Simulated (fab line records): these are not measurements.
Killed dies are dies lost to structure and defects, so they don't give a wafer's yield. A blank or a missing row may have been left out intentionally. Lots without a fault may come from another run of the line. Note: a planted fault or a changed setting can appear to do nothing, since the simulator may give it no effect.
fab line records	flow nandHarc
[record] lots = 11	wafers = 33	lastDay = 34
route steps=1302 shown THIN_TSV@1263 END@1302
lots that met no fault: taken from a fault-free run of the same line
startH: start of the lot's first displayed wafer, in hours after the record's first day	waitH: time in hours since the lot's previous step	" repeats the value in the row above	L1.1+2: a single row standing in for several wafers	- either no value or no given start	* or withheld: withheld	< > ~ a bound
route shown NAME@n: a module of which the file shows steps, and the number in the route of the first	usual: mean/standard deviation taken from wafers without a fault	same: alike in all rows	chamber/n: place in a boat	sites: the reading at each site	_std_site: standard deviation across them	_edge_site: the outer-site mean with the inner-site mean subtracted	radiusMm: for every site, how far away it sits from the centre of the wafer	mask NAME#n: copy n	behind: tool/chamber where the wafer was last shaped	hold: why the lot went on hold/how many hours it stayed there/how the hold came to an end	device: names the non-switching transistor (n, p or np)	end of line: the route-end tests of the same wafers	a step without rows: its recipe alone	killed: dies lost to structure and defects at the first sort, not the wafer's yield	map: the dies of a wafer, with x for killed, . for not killed, _ for no die there
set.NAME: setting as actually run; set.NAME@STEP: the setting as run at that earlier step	model.NAME: the simulator's own value behind a step, which no gauge read
the route's steps for a sample of lots (tables are steps, rows are wafers)
services: the hour from which a tool's chamber was out of use, counted from the record's first day as startH (under 0 if before that day), plus the number of hours and why
[[steps]]
[step NHARC_THIN_TSV_ETCH_15]
[recipe] targetDepthA = 30000	boschTargetOveretchCycles = 2	boschEtchStepS = 2.8	boschDepStepS = 1.2	boschCycles = 14
[usual] drypumpMotorCurrentA = 5.7/0.51	heBacksideLeakSccm = 2.70/0.22
lot.wafer	tool	chamber	startH	waitH	drypumpMotorCurrentA	heBacksideLeakSccm	rfHoursCounterH
L542.2	rieSi-02	1	570.99	-	5.5	2.86	0.7
L542.1	"	2	"	"	5.4	2.50	0.8
L542.3	"	3	"	"	6.0	3.16	0.6
L543.4	rieSi-04	0	581.96	-	5.9	2.62	0.4
L543.1	"	2	"	"	5.6	2.73	0.4
L543.5	"	3	"	"	4.7	2.33	-
L545.4	rieSi-01	1	606.31	-	6.0	2.46	0.4
L545.1	"	3	"	"	5.6	2.49	0.3
L545.2	"	0	"	"	5.2	2.81	0.3
L546.3	rieSi-04	0	616.20	-	5.9	2.65	0.6
L546.2	"	1	"	"	5.6	2.73	0.6
L546.6	"	0	"	"	5.9	2.69	-
L547.2	rieSi-02	2	622.74	-	5.4	2.42	0.9
L547.6	"	3	"	"	6.1	3.00	-
L547.5	"	0	"	"	6.6	2.80	-
L550.4	rieSi-02	3	649.72	-	6.0	2.94	0.1
L550.2	"	0	"	"	6.6	2.70	0.1
L550.3	"	2	"	"	5.4	2.42	0.1
L558.3	rieSi-04	3	747.35	-	4.7	2.43	0.2
L558.1	"	0	"	"	5.9	2.67	0.2
L558.5	"	2	"	"	5.6	2.29	-
L559.4	rieSi-04	3	748.70	-	4.7	2.55	0.2
L559.3	"	0	"	"	5.8	2.50	0.2
L559.5	"	2	"	"	5.6	2.56	-
L560.1	rieSi-02	0	765.71	-	6.6	2.84	0.7
L560.4	"	1	"	"	5.5	2.71	0.7
L560.5	"	3	"	"	6.1	2.96	-
L561.4	rieSi-01	0	775.34	-	5.2	2.88	0.2
L561.3	"	1	"	"	6.0	2.51	0.2
L561.5	"	2	"	"	5.9	2.82	-
L562.4	rieSi-02	0	788.16	-	6.6	2.63	0.8
L562.1	"	1	"	"	5.5	2.83	0.8
L562.5	"	0	"	"	6.6	2.38	-
[step NHARC_THIN_TSV_STRIP_45]
[recipe] powerW = 1500	tempC = 250	chemistry = O2
[usual] drypumpMotorCurrentA = 5.5/0.36	heaterPowerW = 330/48
lot.wafer	tool	chamber	startH	waitH	drypumpMotorCurrentA	heaterPowerW	rfHoursCounterH
L542.1	plasmaAsher-02	1	571.20	0.1	6.1	332	29
L542.2	"	0	"	"	5.3	401	29
L542.3	"	1	"	"	6.0	328	-
L543.1	plasmaAsher-02	1	582.17	0.1	6.0	329	31
L543.4	"	1	"	"	6.1	326	-
L543.5	"	1	"	"	6.1	330	-
L545.2	plasmaAsher-01	0	606.53	0.1	5.1	283	17
L545.1	"	1	"	"	5.6	301	17
L545.4	"	1	"	"	5.6	302	-
L546.2	plasmaAsher-02	1	616.47	0.1	6.0	320	1
L546.3	"	1	"	"	6.0	315	-
L546.6	"	1	"	"	6.0	321	-
L547.2	plasmaAsher-02	0	622.97	0.1	5.2	408	3
L547.5	"	1	"	"	6.0	310	-
L547.6	"	0	"	"	5.2	418	-
L550.2	plasmaAsher-01	1	649.99	0.1	5.7	312	26
L550.3	"	0	"	"	5.1	291	-
L550.4	"	1	"	"	5.7	309	-
L558.1	plasmaAsher-02	1	747.56	0.1	6.0	317	29
L558.3	"	0	"	"	5.2	419	-
L558.5	"	1	"	"	6.1	317	-
L559.4	plasmaAsher-02	0	749.00	0.2	5.2	417	-
L559.3	"	1	"	"	6.0	319	-
L559.5	"	1	"	"	6.0	310	-
L560.1	plasmaAsher-01	0	765.90	0.1	5.1	292	9
L560.4	"	0	"	"	5.1	299	-
L560.5	"	1	"	"	5.6	300	-
L561.4	plasmaAsher-01	0	775.65	0.2	5.1	290	-
L561.3	"	1	"	"	5.7	299	-
L561.5	"	1	"	"	5.7	293	-
L562.1	plasmaAsher-01	0	788.43	0.1	5.1	286	17
L562.4	"	1	"	"	5.7	297	-
L562.5	"	0	"	"	5.1	287	-
[step NHARC_THIN_TSV_DEGAS_49]
[recipe] tempC = 300	timeS = 120
[usual] heaterPowerW = 466/51	susceptorTempC = 300.02/0.2
[same] timeS = 120
lot.wafer	tool	chamber	startH	waitH	heaterPowerW	susceptorTempC
L542.2	pvdSputter-01	-	572.92	0.1	397	300.04
L542.3	"	-	"	"	588	299.86
L542.1	"	-	"	"	485	299.74
L543.1	pvdSputter-02	-	583.99	0.2	481	300.14
L543.4	"	-	"	"	521	300.13
L543.5	"	-	"	"	411	300.20
L545.4	pvdSputter-01	-	608.25	0.1	418	300.07
L545.2	"	-	"	"	580	300.22
L545.1	"	-	"	"	414	300.11
L546.3	pvdSputter-03	-	618.28	0.1	466	300.23
L546.2	"	-	"	"	431	300.17
L546.6	"	-	"	"	418	299.85
L547.2	pvdSputter-02	-	624.69	0.2	494	299.74
L547.5	"	-	"	"	519	300.04
L547.6	"	-	"	"	473	300.29
L550.4	pvdSputter-02	-	651.67	0.1	469	300.23
L550.2	"	-	"	"	485	299.67
L550.3	"	-	"	"	488	299.48
L558.1	pvdSputter-02	-	749.29	0.1	432	299.92
L558.3	"	-	"	"	483	299.82
L558.5	"	-	"	"	488	300.04
L559.3	pvdSputter-03	-	750.65	0.1	453	300.39
L559.4	"	-	"	"	445	299.92
L559.5	"	-	"	"	455	299.98
L560.4	pvdSputter-03	-	767.64	0.1	433	299.77
L560.1	"	-	"	"	448	299.77
L560.5	"	-	"	"	436	300.09
L561.4	pvdSputter-02	-	777.81	0.1	514	300.00
L561.3	"	-	"	"	434	300.10
L561.5	"	-	"	"	516	300.07
L562.4	pvdSputter-01	-	790.12	0.1	623	300.01
L562.1	"	-	"	"	491	299.89
L562.5	"	-	"	"	402	300.14
[step NHARC_THIN_TSV_DESCUM_35]
[recipe] timeS = 3	o2FlowSccm = 200	arFlowSccm = 0	biasPowerW = 0	chemistry = O2
[usual] chamberPressureMTorr = 60.01/0.055	drypumpMotorCurrentA = 5.9/0.49	oesProductAu = 1.000/0.0086	rfVppV = 57.7/0.82	showerheadPlenumPTorr = 1.87/0.082	throttleValvePct = 11.312/0.0095
[same] timeS = 3
lot.wafer	tool	chamber	startH	waitH	chamberPressureMTorr	drypumpMotorCurrentA	oesProductAu	rfHoursCounterH	rfVppV	showerheadPlenumPTorr	throttleValvePct
L542.3	rieDiel-09	2	576.24	-	59.95	5.2	0.994	3.4	56.7	1.82	11.306
L542.1	"	3	"	"	59.99	5.6	1.002	3.9	57.2	1.97	11.320
L542.2	"	0	"	"	60.01	6.1	0.984	4.5	59.0	1.79	11.315
L543.4	rieDiel-08	1	587.27	-	59.97	6.8	0.995	1.6	55.9	1.81	11.304
L543.1	"	3	"	"	59.98	5.6	0.989	1.6	57.7	2.02	11.319
L543.5	"	0	"	"	60.08	6.4	1.009	-	57.4	1.81	11.313
L545.4	rieDiel-08	0	611.54	-	60.10	6.3	1.000	2.3	57.0	1.81	11.315
L545.1	"	2	"	"	60.14	5.6	0.996	2.8	57.2	1.87	11.305
L545.2	"	3	"	"	59.96	5.6	0.985	2.5	55.9	2.02	11.320
L546.3	rieDiel-09	1	621.45	-	59.97	5.7	1.003	7.0	57.5	1.94	11.315
L546.2	"	0	"	"	59.99	6.1	0.991	6.6	58.5	1.79	11.324
L546.6	"	2	"	"	60.01	5.2	0.999	-	57.5	1.82	11.314
L547.2	rieDiel-08	2	628.13	-	60.03	5.6	1.003	3.6	57.7	1.87	11.297
L547.5	"	0	"	"	60.00	6.3	0.994	-	58.0	1.81	11.301
L547.6	"	1	"	"	59.93	6.8	0.998	-	58.0	1.81	11.313
L550.2	rieDiel-08	2	654.99	-	60.03	5.6	1.001	5.3	58.0	1.87	11.303
L550.3	"	0	"	"	59.99	6.3	1.001	4.6	58.6	1.81	11.315
L550.4	"	1	"	"	60.07	6.8	1.003	4.9	58.3	1.81	11.320
L558.1	rieDiel-08	0	752.76	-	59.98	6.3	0.992	1.3	57.9	1.81	11.310
L558.3	"	2	"	"	60.07	5.6	0.991	0.6	58.7	1.87	11.308
L558.5	"	3	"	"	59.89	5.5	0.998	-	58.8	2.02	11.303
L559.4	rieDiel-03	1	754.03	-	59.94	6.1	1.012	7.9	58.3	2.03	11.296
L559.3	"	3	"	"	59.97	5.5	0.999	7.6	57.5	1.84	11.324
L559.5	"	2	"	"	60.03	5.3	0.990	-	57.5	1.87	11.307
L560.1	rieDiel-08	0	770.95	-	60.17	6.3	1.008	1.8	58.0	1.81	11.304
L560.4	"	2	"	"	60.11	5.6	1.005	1.2	57.1	1.87	11.313
L560.5	"	1	"	"	59.97	6.8	1.012	-	57.7	1.81	11.308
L561.4	rieDiel-08	2	780.97	-	60.10	5.6	0.997	1.9	57.1	1.87	11.312
L561.3	"	3	"	"	60.04	5.6	0.994	2.6	58.2	2.02	11.329
L561.5	"	2	"	"	59.99	5.6	1.005	-	57.1	1.87	11.319
L562.1	rieDiel-09	0	793.31	-	60.10	6.0	1.001	5.4	58.0	1.79	11.301
L562.4	"	2	"	"	59.90	5.2	0.994	-	57.8	1.82	11.313
L562.5	"	0	"	"	60.03	6.0	0.996	-	58.1	1.79	11.294
[step NHARC_END_SORT_01]
[recipe] tempC = 25
[usual] defectLimitedYield = 91.6/2.6	killedAtArray = 52/17	killedAtOther = 0.8/1.1	killedAtPeriphery = 3.2/2.2	killedDies = 57/17	killedOpen = 3.4/1.8	killedShort = 2.4/1.6	sort_bin_2_pct = 2.9/1.1	sort_bin_3_pct = 0.6/0.38	sort_bin_4_pct = 4.8/1.5	sortNPass = 620/17	sortRimYieldPct = 92/4.9	sortYieldPct = 91.6/2.6
[same] grossDies = 677	sort_bin_5_pct[%] = 0	sort_bin_6_pct[%] = 0	sort_bin_7_pct[%] = 0	sort_bin_8_pct[%] = 0	sortRimNGross = 106.00
lot.wafer	tool	chamber	startH	waitH	defectLimitedYield[%]	killedAtArray	killedAtOther	killedAtPeriphery	killedDies	killedOpen	killedShort	sort_bin_2_pct[%]	sort_bin_3_pct[%]	sort_bin_4_pct[%]	sortNPass	sortRimYieldPct[%]	sortYieldPct[%]
L542.1	prober-01	0	585.80	2.5	93.5	44	0	0	44	3	2	2.7	0.4	3.4	633	98	93.5
L542.2	prober-01	0	586.60	2.8	93.9	38	0	3	41	4	2	2.4	0.1	3.5	636	88	93.9
L542.3	prober-01	0	587.40	3.1	93.5	43	0	1	44	2	5	3.0	0.1	3.4	633	97	93.5
L543.1	prober-02	0	599.24	2.5	86.9	85	3	1	89	3	2	4.1	1.0	8.0	588	92	86.9
L543.4	prober-02	0	601.62	3.4	88.3	75	2	2	79	3	3	3.7	1.0	6.9	598	99	88.3
L543.5	prober-02	0	602.42	3.7	88.9	71	2	2	75	2	5	3.5	0.6	6.9	602	93	88.9
L545.1	prober-02	0	619.43	2.5	90.4	60	1	4	65	6	4	3.4	0.4	5.8	612	92	90.4
L545.2	prober-02	0	620.23	2.8	91.4	55	0	3	58	4	3	3.4	0.4	4.7	619	91	91.4
L545.4	prober-02	0	621.82	3.4	93.1	44	1	2	47	4	1	2.1	0.6	4.3	630	91	93.1
L546.2	prober-02	0	632.39	2.8	94.4	35	0	3	38	2	2	2.1	0.1	3.4	639	89	94.4
L546.3	prober-02	0	633.19	3.1	93.4	40	0	5	45	2	1	2.4	0	4.3	632	92	93.4
L546.6	prober-02	0	635.57	4.0	92.9	44	0	4	48	0	4	1.8	0.7	4.6	629	96	92.9
L547.2	prober-01	0	637.84	2.8	88.9	75	0	0	75	3	3	4.1	1.5	5.5	602	81	88.9
L547.5	prober-01	0	640.19	3.6	89.4	70	0	2	72	5	3	3.8	0.9	5.9	605	79	89.4
L547.6	prober-01	0	640.98	3.9	89.1	72	1	1	74	1	2	3.2	0.6	7.1	603	99	89.1
L550.2	prober-02	0	665.91	2.8	90.8	57	5	0	62	3	2	3.2	0.3	5.6	615	92	90.8
L550.3	prober-02	0	666.71	3.1	88.0	72	2	7	81	3	6	4.0	0.6	7.4	596	94	88.0
L550.4	prober-02	0	667.50	3.4	91.3	54	0	5	59	6	3	2.5	0.7	5.5	618	89	91.3
L558.1	prober-01	0	765.20	2.5	82.3	38	80	2	120	3	0	8.6	2.4	6.8	557	88	82.3
L558.3	prober-01	0	766.80	3.1	86.1	36	57	1	94	0	7	5.6	3.2	5.0	583	84	86.1
L558.5	prober-01	0	768.39	3.7	84.0	34	72	2	108	1	1	5.3	2.8	7.8	569	92	84.0
L559.3	prober-02	0	766.82	3.1	83.2	41	73	0	114	5	3	7.5	2.5	6.8	563	85	83.2
L559.4	prober-02	0	767.61	3.4	84.2	46	58	3	107	3	2	5.5	3.4	6.9	570	83	84.2
L559.5	prober-02	0	768.39	3.6	80.2	52	81	1	134	5	0	8.4	4.0	7.4	543	91	80.2
L560.1	prober-02	0	782.36	2.5	93.8	38	0	4	42	4	3	1.5	0	4.7	635	92	93.8
L560.4	prober-02	0	784.75	3.4	95.3	30	0	2	32	3	3	2.1	0.3	2.4	645	89	95.3
L560.5	prober-02	0	785.55	3.7	94.7	31	1	4	36	5	3	1.9	0.4	3.0	641	94	94.7
L561.3	prober-01	0	794.41	3.1	90.5	62	0	2	64	4	5	3.5	0.9	5.0	613	91	90.5
L561.4	prober-01	0	795.21	3.4	90.8	58	1	3	62	3	1	3.8	0.9	4.4	615	92	90.8
L561.5	prober-01	0	796.01	3.7	90.0	64	0	4	68	2	1	2.8	1.0	6.2	609	95	90.0
L562.1	prober-02	0	803.35	2.5	92.5	43	0	8	51	2	1	1.6	0.7	5.2	626	92	92.5
L562.4	prober-02	0	805.71	3.4	93.9	40	0	1	41	3	2	1.6	0.3	4.1	636	88	93.9
L562.5	prober-02	0	806.50	3.6	91.7	49	0	7	56	4	3	3.4	0.4	4.4	621	85	91.7
// killed by level:class
L542.1 A_CHANNEL_HOLE_D2:chamberFilmFlake=29 A_CHANNEL_HOLE_D1:chamberFilmFlake=3 A_CHANNEL_FILL_D2:chamberFilmFlake=3 A_ONON_D1:geometricParticle:open=1 A_ONON_D2:geometricParticle:short=1 A_CHANNEL_FILL_D2:geometricParticle:open=1 A_CONTACT:geometricParticle:short=1 A_M0:geometricParticle:open=1
L542.2 A_CHANNEL_HOLE_D2:chamberFilmFlake=25 A_DECK1_JOINT:chamberFilmFlake=3 A_WL_FILL:geometricParticle:short=2 P_ZERO_WELL:chamberFilmFlake=2 A_CONTACT:chamberFilmFlake=2 P_M0:geometricParticle:open=1 A_ONON_D1:geometricParticle:open=1 A_CHANNEL_FILL_D1:geometricParticle:open=1
L542.3 A_CHANNEL_HOLE_D2:chamberFilmFlake=30 A_CHANNEL_FILL_D2:chamberFilmFlake=3 A_CONTACT:chamberFilmFlake=3 A_CHANNEL_HOLE_D1:geometricParticle:short=2 P_M0:geometricParticle:short=1 A_CHANNEL_HOLE_D1:geometricParticle:open=1 A_WL_FILL:geometricParticle:short=1 A_M0:geometricParticle:open=1
L543.1 A_CHANNEL_HOLE_D1:chamberFilmFlake=33 A_SLIT:chamberFilmFlake=25 A_CHANNEL_HOLE_D2:chamberFilmFlake=13 A_CONTACT:chamberFilmFlake=5 THIN_TSV:chamberFilmFlake=3 A_CHANNEL_HOLE_D1:geometricParticle:short=2 A_SGD_CUT:chamberFilmFlake=2 A_M0:chamberFilmFlake=2
L543.4 A_CHANNEL_HOLE_D1:chamberFilmFlake=31 A_SLIT:chamberFilmFlake=19 A_CONTACT:chamberFilmFlake=8 A_CHANNEL_HOLE_D2:chamberFilmFlake=6 A_SGD_CUT:chamberFilmFlake=3 A_STAIRCASE:chamberFilmFlake=3 A_CHANNEL_HOLE_D1:geometricParticle:short=2 THIN_TSV:chamberFilmFlake=2
L543.5 A_CHANNEL_HOLE_D1:chamberFilmFlake=27 A_SLIT:chamberFilmFlake=23 A_CHANNEL_HOLE_D2:chamberFilmFlake=4 A_ONON_D1:geometricParticle:short=3 A_CONTACT:chamberFilmFlake=3 A_M0:chamberFilmFlake=3 A_STAIRCASE:chamberFilmFlake=2 A_CHANNEL_HOLE_D1:geometricParticle:open=1
L545.1 A_CHANNEL_HOLE_D1:chamberFilmFlake=30 A_CHANNEL_HOLE_D2:chamberFilmFlake=13 A_SLIT:chamberFilmFlake=4 A_CONTACT:chamberFilmFlake=3 A_ONON_D1:geometricParticle:open=2 A_M0:geometricParticle:open=2 P_GATE:geometricParticle:short=1 P_CONTACT:geometricParticle:short=1
L545.2 A_CHANNEL_HOLE_D1:chamberFilmFlake=25 A_CHANNEL_HOLE_D2:chamberFilmFlake=16 A_SLIT:chamberFilmFlake=4 A_CONTACT:chamberFilmFlake=3 A_CHANNEL_FILL_D1:geometricParticle:short=2 P_GATE:geometricParticle:open=1 P_M0:geometricParticle:open=1 A_ONON_D1:geometricParticle:open=1
L545.4 A_CHANNEL_HOLE_D1:chamberFilmFlake=22 A_CHANNEL_HOLE_D2:chamberFilmFlake=7 A_CONTACT:chamberFilmFlake=5 A_M1:geometricParticle:open=3 A_ZERO_WELL:chamberFilmFlake=2 A_CHANNEL_FILL_D1:geometricParticle:open=1 A_CHANNEL_FILL_D2:geometricParticle:short=1 P_ZERO_WELL:chamberFilmFlake=1
L546.2 A_CHANNEL_HOLE_D2:chamberFilmFlake=24 A_CHANNEL_HOLE_D1:chamberFilmFlake=2 A_CHANNEL_FILL_D1:chamberFilmFlake=2 A_ONON_D2:geometricParticle:short=1 A_ONON_D2:geometricParticle:open=1 A_WL_FILL:geometricParticle:short=1 A_CONTACT:geometricParticle:open=1 P_STI:chamberFilmFlake=1
L546.3 A_CHANNEL_HOLE_D2:chamberFilmFlake=24 A_CHANNEL_HOLE_D1:chamberFilmFlake=7 A_CONTACT:chamberFilmFlake=4 P_GATE:chamberFilmFlake=2 A_STAIRCASE:chamberFilmFlake=2 P_CONTACT:geometricParticle:open=1 A_CHANNEL_FILL_D1:geometricParticle:open=1 A_WL_FILL:geometricParticle:short=1
L546.6 A_CHANNEL_HOLE_D2:chamberFilmFlake=33 A_CONTACT:chamberFilmFlake=4 P_GATE:chamberFilmFlake=3 A_WL_FILL:geometricParticle:short=2 A_STAIRCASE:chamberFilmFlake=2 A_CHANNEL_FILL_D1:geometricParticle:short=1 A_M0:geometricParticle:short=1 P_M0:chamberFilmFlake=1
L547.2 A_SLIT:chamberFilmFlake=29 A_CHANNEL_HOLE_D1:chamberFilmFlake=24 A_CHANNEL_HOLE_D2:chamberFilmFlake=11 A_DECK1_JOINT:geometricParticle:short=2 A_CHANNEL_FILL_D1:chamberFilmFlake=2 A_CONTACT:chamberFilmFlake=2 A_ONON_D1:geometricParticle:short=1 A_SGD_CUT:geometricParticle:open=1
L547.5 A_SLIT:chamberFilmFlake=24 A_CHANNEL_HOLE_D1:chamberFilmFlake=21 A_CHANNEL_HOLE_D2:chamberFilmFlake=9 A_DECK1_JOINT:chamberFilmFlake=4 A_WL_FILL:chamberFilmFlake=2 P_CONTACT:geometricParticle:open=1 A_ONON_D1:geometricParticle:short=1 A_CHANNEL_FILL_D1:geometricParticle:open=1
L547.6 A_CHANNEL_HOLE_D1:chamberFilmFlake=31 A_SLIT:chamberFilmFlake=26 A_CHANNEL_HOLE_D2:chamberFilmFlake=6 A_DECK1_JOINT:chamberFilmFlake=2 A_WL_FILL:chamberFilmFlake=2 A_CHANNEL_FILL_D2:geometricParticle:open=1 A_M0:geometricParticle:short=1 P_GATE:chamberFilmFlake=1
L550.2 A_CHANNEL_HOLE_D1:chamberFilmFlake=29 A_CHANNEL_HOLE_D2:chamberFilmFlake=14 A_CONTACT:chamberFilmFlake=6 THIN_TSV:chamberFilmFlake=3 A_DECK1_JOINT:chamberFilmFlake=2 A_SLIT:chamberFilmFlake=2 A_SOURCE_PLATE:geometricParticle:open=1 A_CHANNEL_FILL_D1:geometricParticle:short=1
L550.3 A_CHANNEL_HOLE_D1:chamberFilmFlake=31 A_CHANNEL_HOLE_D2:chamberFilmFlake=20 A_CONTACT:chamberFilmFlake=7 P_CONTACT:chamberFilmFlake=5 A_SLIT:chamberFilmFlake=3 A_ONON_D1:geometricParticle:short=2 A_DECK1_JOINT:geometricParticle:short=2 A_STAIRCASE:chamberFilmFlake=2
L550.4 A_CHANNEL_HOLE_D1:chamberFilmFlake=26 A_CHANNEL_HOLE_D2:chamberFilmFlake=11 A_STAIRCASE:chamberFilmFlake=6 A_CONTACT:chamberFilmFlake=4 P_CONTACT:geometricParticle:open=2 A_DECK1_JOINT:geometricParticle:short=2 P_M0:geometricParticle:open=1 A_ONON_D1:geometricParticle:open=1
L558.1 THIN_TSV:unspecified=79 A_CHANNEL_HOLE_D1:chamberFilmFlake=13 A_CONTACT:chamberFilmFlake=11 A_STAIRCASE:chamberFilmFlake=8 A_SLIT:chamberFilmFlake=4 P_GATE:geometricParticle:open=1 A_CHANNEL_HOLE_D2:geometricParticle:open=1 A_M0:geometricParticle:open=1
L558.3 THIN_TSV:unspecified=57 A_CHANNEL_HOLE_D1:chamberFilmFlake=18 A_SLIT:chamberFilmFlake=4 A_CONTACT:chamberFilmFlake=4 A_STAIRCASE:chamberFilmFlake=3 A_SGD_CUT:geometricParticle:short=2 P_M1:geometricParticle:short=1 A_ONON_D1:geometricParticle:short=1
L559.3 THIN_TSV:unspecified=73 A_SLIT:chamberFilmFlake=21 A_CHANNEL_HOLE_D1:chamberFilmFlake=10 A_WL_FILL:geometricParticle:open=2 A_CONTACT:chamberFilmFlake=2 A_CHANNEL_FILL_D1:geometricParticle:short=1 A_CHANNEL_FILL_D2:geometricParticle:short=1 A_CHANNEL_FILL_D2:geometricParticle:open=1
L559.4 THIN_TSV:unspecified=56 A_SLIT:chamberFilmFlake=40 A_CHANNEL_HOLE_D1:chamberFilmFlake=2 A_CONTACT:chamberFilmFlake=2 P_STI:geometricParticle:open=1 P_GATE:geometricParticle:open=1 A_CHANNEL_FILL_D1:geometricParticle:short=1 A_M0:geometricParticle:short=1
L558.5 THIN_TSV:unspecified=72 A_CHANNEL_HOLE_D1:chamberFilmFlake=17 A_STAIRCASE:chamberFilmFlake=5 A_CONTACT:chamberFilmFlake=5 A_SLIT:chamberFilmFlake=4 P_STI:chamberFilmFlake=2 A_ONON_D2:geometricParticle:open=1 A_ONON_D2:geometricParticle:short=1
L559.5 THIN_TSV:unspecified=80 A_SLIT:chamberFilmFlake=31 A_CHANNEL_HOLE_D1:chamberFilmFlake=11 A_CONTACT:chamberFilmFlake=5 P_CONTACT:geometricParticle:open=1 A_DECK1_JOINT:geometricParticle:open=1 A_CHANNEL_FILL_D2:geometricParticle:open=1 A_WL_FILL:geometricParticle:open=1
L560.1 A_CHANNEL_HOLE_D1:chamberFilmFlake=12 A_SLIT:chamberFilmFlake=6 A_M0:chamberFilmFlake=5 A_STAIRCASE:chamberFilmFlake=4 A_CONTACT:chamberFilmFlake=3 A_CHANNEL_FILL_D1:geometricParticle:open=2 P_STI:chamberFilmFlake=2 P_CONTACT:geometricParticle:open=1
L560.4 A_CHANNEL_HOLE_D1:chamberFilmFlake=13 A_SLIT:chamberFilmFlake=5 A_M0:chamberFilmFlake=3 A_CHANNEL_FILL_D1:geometricParticle:short=2 A_CHANNEL_HOLE_D2:chamberFilmFlake=2 P_CONTACT:geometricParticle:open=1 P_M2:geometricParticle:short=1 A_CHANNEL_FILL_D1:geometricParticle:open=1
L560.5 A_CHANNEL_HOLE_D1:chamberFilmFlake=13 A_SLIT:chamberFilmFlake=9 A_M0:chamberFilmFlake=3 A_WL_FILL:geometricParticle:open=2 P_GATE:geometricParticle:open=1 P_M1:geometricParticle:short=1 A_ONON_D1:geometricParticle:open=1 A_ONON_D2:geometricParticle:open=1
L561.3 A_SLIT:chamberFilmFlake=24 A_CHANNEL_HOLE_D2:chamberFilmFlake=20 A_CONTACT:chamberFilmFlake=3 A_CHANNEL_HOLE_D1:chamberFilmFlake=2 A_DECK1_JOINT:chamberFilmFlake=2 A_STAIRCASE:chamberFilmFlake=2 A_WL_FILL:chamberFilmFlake=2 P_M0:geometricParticle:open=1
L561.4 A_SLIT:chamberFilmFlake=31 A_CHANNEL_HOLE_D2:chamberFilmFlake=19 A_CONTACT:chamberFilmFlake=3 P_CONTACT:geometricParticle:open=1 P_M0:geometricParticle:open=1 A_SOURCE_PLATE:geometricParticle:short=1 A_ONON_D1:geometricParticle:open=1 P_ZERO_WELL:chamberFilmFlake=1
L561.5 A_SLIT:chamberFilmFlake=36 A_CHANNEL_HOLE_D2:chamberFilmFlake=17 A_CONTACT:chamberFilmFlake=6 P_M0:chamberFilmFlake=2 P_CONTACT:geometricParticle:open=1 A_CHANNEL_FILL_D1:geometricParticle:short=1 A_CONTACT:geometricParticle:open=1 P_ZERO_WELL:chamberFilmFlake=1
L562.1 A_CHANNEL_HOLE_D2:chamberFilmFlake=21 A_SLIT:chamberFilmFlake=12 A_CONTACT:chamberFilmFlake=5 P_ZERO_WELL:chamberFilmFlake=2 P_STI:chamberFilmFlake=2 P_M2:chamberFilmFlake=2 P_GATE:geometricParticle:open=1 A_CHANNEL_FILL_D2:geometricParticle:open=1
L562.4 A_CHANNEL_HOLE_D2:chamberFilmFlake=20 A_SLIT:chamberFilmFlake=7 A_CONTACT:chamberFilmFlake=3 A_STAIRCASE:chamberFilmFlake=2 P_M0:geometricParticle:open=1 A_CHANNEL_HOLE_D1:geometricParticle:short=1 A_DECK1_JOINT:geometricParticle:short=1 A_ONON_D2:geometricParticle:open=1
L562.5 A_CHANNEL_HOLE_D2:chamberFilmFlake=20 A_CONTACT:chamberFilmFlake=11 A_SLIT:chamberFilmFlake=9 P_M2:chamberFilmFlake=3 P_STI:chamberFilmFlake=2 A_CHANNEL_HOLE_D1:chamberFilmFlake=2 P_CONTACT:geometricParticle:open=1 P_M0:geometricParticle:short=1
[[services]]
tool	chamber	startH	hours	kind
rieSi-04	2	552.90	3.3	repair
pvdSputter-01	-	582.00	10.0	pm
rieDiel-09	0	588.70	1.8	repair
pvdSputter-01	-	600.61	2.0	repair
plasmaAsher-02	-	603.23	9.0	pm
rieSi-02	3	607.40	8.1	repair
rieDiel-09	3	614.44	9.0	repair
rieSi-04	0	618.45	4.1	repair
rieDiel-08	-	621.11	0.8	repair
rieDiel-09	3	624.71	9.7	repair
rieSi-02	-	631.00	9.0	pm
pvdSputter-02	-	638.08	10.0	pm
pvdSputter-02	-	678.60	5.5	repair
rieSi-04	-	696.00	9.0	pm
plasmaAsher-01	-	701.55	9.0	pm
rieDiel-08	3	721.14	6.3	repair
rieDiel-08	-	721.95	9.0	pm
plasmaAsher-02	-	741.09	3.1	repair
pvdSputter-02	-	741.35	0.8	repair
rieDiel-08	2	746.65	2.6	repair
pvdSputter-02	-	763.80	6.3	repair
plasmaAsher-02	-	768.96	1.9	repair
rieSi-04	1	777.36	3.9	repair
plasmaAsher-02	-	780.30	9.0	pm
[[key]]
[firstSign] step = NHARC_END_SORT_01	reading = killedAtOther	direction = up	sigmas = 61	usual = 0.8	struck = 70.2
[effect] step = NHARC_END_SORT_01	reading = defectLimitedYield	direction = down	sigmas = 3.3	usual = 91.6	struck = 83.3
[moreKillsBornAt] NHARC_THIN_TSV_STRIP_45@plasmaAsher-02 = 417
metAt NHARC_THIN_TSV_STRIP_45
struckLots L558,L559
notActingAt NHARC_THIN_TSV_ETCH_15,NHARC_THIN_TSV_DEGAS_49,NHARC_THIN_TSV_DESCUM_35
onsetBetween 622.97 747.56
[fault] kind = chamberParticleSource	tool = plasmaAsher-02	chamber = -	onsetH = 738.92	steps = NHARC_THIN_TSV_STRIP_45	ratePerVisitCm2 = 0.66547	endH = 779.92
